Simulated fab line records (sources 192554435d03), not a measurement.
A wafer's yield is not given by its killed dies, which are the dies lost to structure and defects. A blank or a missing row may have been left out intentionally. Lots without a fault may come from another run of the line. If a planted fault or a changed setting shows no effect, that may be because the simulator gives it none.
Chamber matching	flow n5Finfet	4 sister chambers for N5_BEOL_M0_SAQP_MANDREL1_REMOVE_100 on rieSi-06
The step chemistry HBr/Cl2/O2, target a-Si, stops on SiNx, bt time 10 s. 4 wafers are shown with their chamber, then 7 later ones without.

## WAFERS, EACH WITH ITS CHAMBER
wafer	chamber	drypumpMotorCurrentA (A)
L077.5	2	5.8
L088.2	3	6.8
L089.2	0	5.8
L089.4	1	5.7

## WAFERS WHOSE CHAMBER IS MISSING
wafer	drypumpMotorCurrentA (A)
L089.6	5.7
L094.4	5.8
L094.5	5.6
L094.6	5.8
L097.1	5.8
L097.4	5.6
L097.5	5.8

## WHICH CHAMBER EACH ONE RAN IN
wafer	from the rows above	in truth
L089.6	can't be placed: 1 or 0 or 2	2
L094.4	can't be placed: 0 or 2 or 1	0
L094.5	can't be placed: 1 or 0 or 2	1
L094.6	can't be placed: 0 or 2 or 1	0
L097.1	can't be placed: 0 or 2 or 1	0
L097.4	can't be placed: 1 or 0 or 2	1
L097.5	can't be placed: 0 or 2 or 1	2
Correctly placed: 0 of 7. Cannot be placed on the basis of these rows: 7; the candidates contain the true chamber in 7. 0 placed wrongly.
How it was worked out, from the rows above alone: a wafer's distance from a chamber is the root of the sum, over the readings, of the square of ((its reading less the chamber's mean) divided by the reading's scatter). The wafer belongs to the nearest chamber; if the next one is less than 2 further off, it can't be placed. A chamber's mean is the mean of its shown wafers. The scatter (one wafer shown for each chamber): square how far every hidden wafer sits from the nearest shown wafer, average those squares and take the square root.
